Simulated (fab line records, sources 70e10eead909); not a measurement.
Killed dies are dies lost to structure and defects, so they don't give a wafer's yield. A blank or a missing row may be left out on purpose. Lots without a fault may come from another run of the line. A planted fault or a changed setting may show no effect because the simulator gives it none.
Chamber matching | flow nand_harc | NHARC_P_GATE_DESCUM_93 on rie_diel-08: 4 sister chambers
The step chemistry O2, time 3 s. 14 wafers are shown with their chamber, then 7 later ones without.

WAFERS WITH THEIR CHAMBER
wafer  | chamber | showerhead_plenum_p_Torr (Torr) | drypump_motor_current_A (A) | oes_product_au (a.u.)
L913.1 | 1       | 2.01                            | 5.94                        | 1.009
L913.2 | 3       | 1.88                            | 5.97                        | 1.006
L913.6 | 0       | 1.89                            | 5.59                        | 1.019
L918.2 | 0       | 1.89                            | 5.58                        | 1.007
L918.4 | 3       | 1.88                            | 5.97                        | 1.005
L918.5 | 0       | 1.89                            | 5.57                        | 1.007
L919.2 | 0       | 1.89                            | 5.56                        | 1.002
L919.5 | 0       | 1.89                            | 5.59                        | 1.012
L919.6 | 1       | 2.00                            | 5.91                        | 1.013
L926.2 | 1       | 2.00                            | 5.91                        | 1.007
L926.3 | 2       | 1.80                            | 5.35                        | 0.987
L926.5 | 2       | 1.80                            | 5.37                        | 0.996
L931.1 | 1       | 2.00                            | 5.93                        | 1.000
L931.3 | 3       | 1.87                            | 5.95                        | 1.004

SIGNATURES (means of the wafers above)
reading                  | chamber 0 | chamber 1 | chamber 2 | chamber 3 | scatter within a chamber
showerhead_plenum_p_Torr | 1.8900    | 2.0025    | 1.8000    | 1.8767    | 0.00376
drypump_motor_current_A  | 5.5780    | 5.9225    | 5.3600    | 5.9633    | 0.0135
oes_product_au           | 1.00940   | 1.00725   | 0.99150   | 1.00500   | 0.00544
Rule: a wafer's distance from a chamber is the root of the sum, over the readings, of the square of ((its reading less the chamber's mean) divided by the reading's scatter). The wafer belongs to the nearest chamber; if the next one is less than 2 further off, it can't be placed. The scatter: the root of (the sum of the squares of (reading less its chamber's mean) over the shown wafers, divided by (wafers less chambers)).

WAFERS WITHOUT THEIR CHAMBER
wafer  | showerhead_plenum_p_Torr (Torr) | drypump_motor_current_A (A) | oes_product_au (a.u.)
L931.5 | 1.87                            | 5.95                        | 0.999
L933.3 | 1.87                            | 5.94                        | 1.005
L933.4 | 2.00                            | 5.94                        | 0.997
L933.6 | 1.88                            | 5.57                        | 0.994
L934.2 | 1.88                            | 5.58                        | 0.992
L934.4 | 1.87                            | 5.96                        | 1.015
L934.5 | 2.00                            | 5.91                        | 1.016

WHICH CHAMBER EACH WENT THROUGH
wafer  | from the rows above | in truth
L931.5 | 3                   | 3
L933.3 | 3                   | 3
L933.4 | 1                   | 1
L933.6 | 0                   | 0
L934.2 | 0                   | 0
L934.4 | 3                   | 3
L934.5 | 1                   | 1
Placed correctly: 7 of 7. Can't be placed from these rows: 0. Placed wrongly: 0.
